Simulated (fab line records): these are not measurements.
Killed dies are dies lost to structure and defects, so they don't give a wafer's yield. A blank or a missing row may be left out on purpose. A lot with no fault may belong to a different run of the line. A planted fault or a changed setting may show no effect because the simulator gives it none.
Which tool is to blame? | flow nand-harc | Sampling: 13 lots, 39 wafers, 5 of 1159 route steps

WHAT THE GAUGES SHOWED, per wafer
NHARC_A_BLC_OVL_MEAS_11. Usual: overlay-x-nm 0.0 nm, standard deviation 0.8; overlay-y-nm 0.3 nm, standard deviation 0.99.
lot  | measured     | on         | overlay-x-nm (nm) | overlay-y-nm (nm) | flag
L565 | day 17 14:32 | overlay-01 | -0.8 -1.1 -1.2    | 0.1 0.0 0.6       |
L563 | day 17 21:02 | overlay-02 | 0.4 0.7 0.6       | -1.0 -0.7 -1.3    |
L567 | day 18 00:13 | overlay-01 | -2.1 -2.0 -2.5    | 0.0 -0.1 -0.2     |
L568 | day 18 05:28 | overlay-02 | 0.6 0.6 0.6       | 1.7 2.2 1.9       |
L569 | day 18 21:20 | overlay-01 | 0.2 0.0 0.0       | -2.1 -1.8 -1.7    |
L570 | day 18 22:57 | overlay-01 | -0.9 -0.2 -0.4    | -1.0 -1.4 -0.9    |
L572 | day 19 11:02 | overlay-02 | -0.5 -0.3 -0.3    | 0.4 0.2 -0.2      |
L576 | day 20 00:58 | overlay-02 | 1.5 1.3 0.8       | -0.8 -0.6 -1.1    |
L574 | day 20 10:44 | overlay-02 | 0.1 0.9 0.8       | 0.5 0.1 0.1       |
L585 | day 22 05:44 | overlay-01 | -0.5 0.0 0.1      | 1.1 0.6 0.6       |
L583 | day 22 11:19 | overlay-02 | 1.8 1.1 1.3       | 2.0 2.7 2.5       |
L582 | day 22 17:42 | overlay-02 | 0.7 0.9 0.3       | 0.5 1.2 0.9       |
L586 | day 23 01:57 | overlay-01 | 0.6 0.5 1.3       | 1.8 1.6 0.9       |

NHARC_A_M0_OVL_MEAS_10: pitch 160 nm. Usual: overlay-x-nm -0.2 nm, standard deviation 0.99; overlay-y-nm 0.0 nm, standard deviation 0.82.
lot  | measured     | on         | overlay-x-nm (nm) | overlay-y-nm (nm) | flag
L565 | day 17 18:31 | overlay-02 | -1.0 -1.4 -1.0    | 1.8 1.4 1.3       |
L563 | day 18 01:05 | overlay-01 | 0.8 1.1 0.4       | 1.3 1.1 1.9       |
L567 | day 18 06:26 | overlay-02 | 0.5 0.8 1.3       | 0.8 0.4 0.4       |
L568 | day 18 09:39 | overlay-01 | 0.6 0.3 0.2       | -0.7 -0.8 -0.4    |
L569 | day 19 03:49 | overlay-02 | -3.0 -3.1 -2.3    | 0.0 -0.5 -1.0     |
L570 | day 19 04:49 | overlay-01 | 1.1 1.5 1.1       | 0.1 0.0 0.0       |
L572 | day 19 15:20 | overlay-02 | 0.3 0.4 0.0       | -0.9 -0.9 -1.6    |
L576 | day 20 09:52 | overlay-02 | -0.9 -1.0 -1.1    | 0.1 0.1 0.6       |
L574 | day 20 18:24 | overlay-02 | 0.2 0.0 0.8       | -0.4 0.2 -0.2     |
L585 | day 22 09:38 | overlay-02 | -1.0 -0.6 -0.9    | 0.5 0.6 0.7       |
L583 | day 22 17:49 | overlay-01 | 0.6 0.3 0.7       | 0.1 0.8 0.2       |
L582 | day 23 00:54 | overlay-02 | -0.2 0.2 0.5      | 0.3 0.1 -0.3      |
L586 | day 23 06:07 | overlay-02 | -0.6 -0.8 -0.2    | -1.0 -0.8 -0.9    |

NHARC_END_SORT_01. Usual: killed-at-array 26, standard deviation 9.6; killed-at-other 0.7, standard deviation 0.92; killed-at-periphery 3.8, standard deviation 2.7; killed-dies 31, standard deviation 10; killed-open 3.3, standard deviation 1.7; killed-short 1.8, standard deviation 1.3.
lot  | measured     | on        | killed-at-array | killed-at-other | killed-at-periphery | killed-dies | killed-open | killed-short | flag
L572 | day 21 13:56 | prober-02 | 19 18 13        | 0 1 0           | 4 7 8               | 23 26 21    | 1 2 2       | 3 3 1        |
L576 | day 22 01:44 | prober-01 | 13 16 17        | 0 0 0           | 1 3 2               | 14 19 19    | 0 6 4       | 1 1 3        |
L574 | day 22 18:03 | prober-01 | 38              | 0               | 1                   | 39          | 4           | 1            |

WHICH TOOL RAN EACH LOT (tool, then ch and the chambers of the sampled wafers, then the start)
lot  | NHARC_A_BLC_DESCUM_15              | NHARC_A_BLC_ALD_23
L565 | rie-diel-12 ch 0,2,3, day 17 14:38 | ald-metal-03 ch 0,2,3, day 17 16:28
L563 | rie-diel-12 ch 0,1, day 17 21:08   | ald-metal-03 ch 0,1,3, day 17 22:58
L567 | rie-diel-05 ch 1,2,3, day 18 00:19 | ald-metal-02 ch 1,2,3, day 18 02:32
L568 | rie-diel-06 ch 1,3, day 18 05:33   | ald-metal-03 ch 0,2,3, day 18 07:25
L569 | rie-diel-12 ch 0,1, day 18 21:25   | ald-metal-04 ch 0,2, day 18 23:16
L570 | rie-diel-05 ch 0,1,2, day 18 23:04 | ald-metal-02 ch 0,1,2, day 19 01:02
L572 | rie-diel-12 ch 1,2, day 19 11:08   | ald-metal-04 ch 1,3, day 19 13:13
L576 | rie-diel-06 ch 1,2,3, day 20 01:03 | ald-metal-04 ch 1,2,3, day 20 02:56
L574 | rie-diel-06 ch 2,3, day 20 10:50   | ald-metal-04 ch 0,3, day 20 12:41
L585 | rie-diel-05 ch 0,1,3, day 22 05:50 | ald-metal-03 ch 1,2,3, day 22 07:40
L583 | rie-diel-05 ch 0,2,3, day 22 11:26 | ald-metal-03 ch 1,3, day 22 13:17
L582 | rie-diel-12 ch 1,2,3, day 22 17:49 | ald-metal-02 ch 0,2, day 22 19:47
L586 | rie-diel-05 ch 1,2,3, day 23 02:03 | ald-metal-03 ch 1,3, day 23 03:52
- NHARC_A_BLC_DESCUM_15: chemistry O2, time 3 s.
- NHARC_A_BLC_ALD_23: deposits TiN, target thk 3 nm, pulse time 1 s, ald cycles 150.

AS READ BY THE TOOLS THEMSELVES (means over the sampled wafers that have a number; for cases with no such wafer, the mark the record gives instead)
NHARC_A_BLC_DESCUM_15. Usual: drypump-motor-current-A 5.7 A, standard deviation 0.51; o2-flow-sccm 200.1 sccm, standard deviation 0.65; oes-product-au 0.997 a.u., standard deviation 0.0068; rf-vpp-V 57.9 V, standard deviation 0.88; showerhead-plenum-p-Torr 1.91 Torr, standard deviation 0.086; throttle-valve-pct 11.310 %, standard deviation 0.0088.
lot  | tool        | drypump-motor-current-A (A) | o2-flow-sccm (sccm) | oes-product-au (a.u.) | rf-vpp-V (V) | showerhead-plenum-p-Torr (Torr) | throttle-valve-pct (%) | flag
L565 | rie-diel-12 | 6.0                         | 200.1               | 1.002                 | 57.5         | 1.89                            | 11.313                 |
L563 | rie-diel-12 | 6.3                         | 199.7               | 0.993                 | 57.4         | 1.89                            | 11.310                 |
L567 | rie-diel-05 | 5.7                         | 199.9               | 0.996                 | 57.7         | 1.88                            | 11.316                 |
L568 | rie-diel-06 | 5.1                         | 199.9               | 0.998                 | 58.9         | 1.95                            | 11.316                 |
L569 | rie-diel-12 | 5.8                         | 200.0               | 0.996                 | 58.0         | 1.93                            | 11.311                 |
L570 | rie-diel-05 | 5.7                         | 199.7               | 0.989                 | 58.0         | 1.92                            | 11.308                 |
L572 | rie-diel-12 | 5.7                         | 199.7               | 0.999                 | 57.9         | 1.88                            | 11.308                 |
L576 | rie-diel-06 | 5.1                         | 200.5               | 1.003                 | 57.5         | 1.99                            | 11.314                 |
L574 | rie-diel-06 | 4.9                         | 200.1               | 0.991                 | 58.4         | 2.03                            | 11.301                 |
L585 | rie-diel-05 | 5.4                         | 200.3               | 0.993                 | 57.5         | 1.84                            | 11.306                 |
L583 | rie-diel-05 | 5.7                         | 199.8               | 1.003                 | 58.0         | 1.90                            | 11.300                 |
L582 | rie-diel-12 | 5.7                         | 200.4               | 0.992                 | 58.2         | 1.93                            | 11.314                 |
L586 | rie-diel-05 | 5.8                         | 200.5               | 0.997                 | 57.4         | 1.87                            | 11.303                 |

NHARC_A_BLC_ALD_23. Usual: heater-power-w 1032 W, standard deviation 110; precursor-pulse-height-rel 1.000, standard deviation 0.022.
lot  | tool         | heater-power-w (W) | precursor-pulse-height-rel | flag
L565 | ald-metal-03 | 1022               | 0.994                      |
L563 | ald-metal-03 | 1020               | 0.985                      |
L567 | ald-metal-02 | 1104               | 1.011                      |
L568 | ald-metal-03 | 1027               | 1.004                      |
L569 | ald-metal-04 | 1108               | 0.977                      |
L570 | ald-metal-02 | 1059               | 0.974                      |
L572 | ald-metal-04 | 927                | 1.014                      |
L576 | ald-metal-04 | 1001               | 0.994                      |
L574 | ald-metal-04 | 953                | 1.022                      |
L585 | ald-metal-03 | 956                | 1.002                      |
L583 | ald-metal-03 | 975                | 0.989                      |
L582 | ald-metal-02 | 1159               | 0.987                      |
L586 | ald-metal-03 | 965                | 0.988                      |

THE ANSWER, worked out from the rows above alone
Rule: a lot is off if the mean of its wafers that have a number lies more than 3 standard deviations from the usual mean. A lot without any number at a reading at which 4 lots or more have one is off too. Any other lot the step has rows for is counted as sound. After the gauges, taken in route order, come the tools' own readings; for these a lot's mean is taken, as printed above. At the first step where some lot is off, the reading lying furthest off is the one used; lots without a number count as furthest.
Nothing can be told from this: no lot is off at any reading shown.

WHAT THE SIMULATOR HAD INSERTED
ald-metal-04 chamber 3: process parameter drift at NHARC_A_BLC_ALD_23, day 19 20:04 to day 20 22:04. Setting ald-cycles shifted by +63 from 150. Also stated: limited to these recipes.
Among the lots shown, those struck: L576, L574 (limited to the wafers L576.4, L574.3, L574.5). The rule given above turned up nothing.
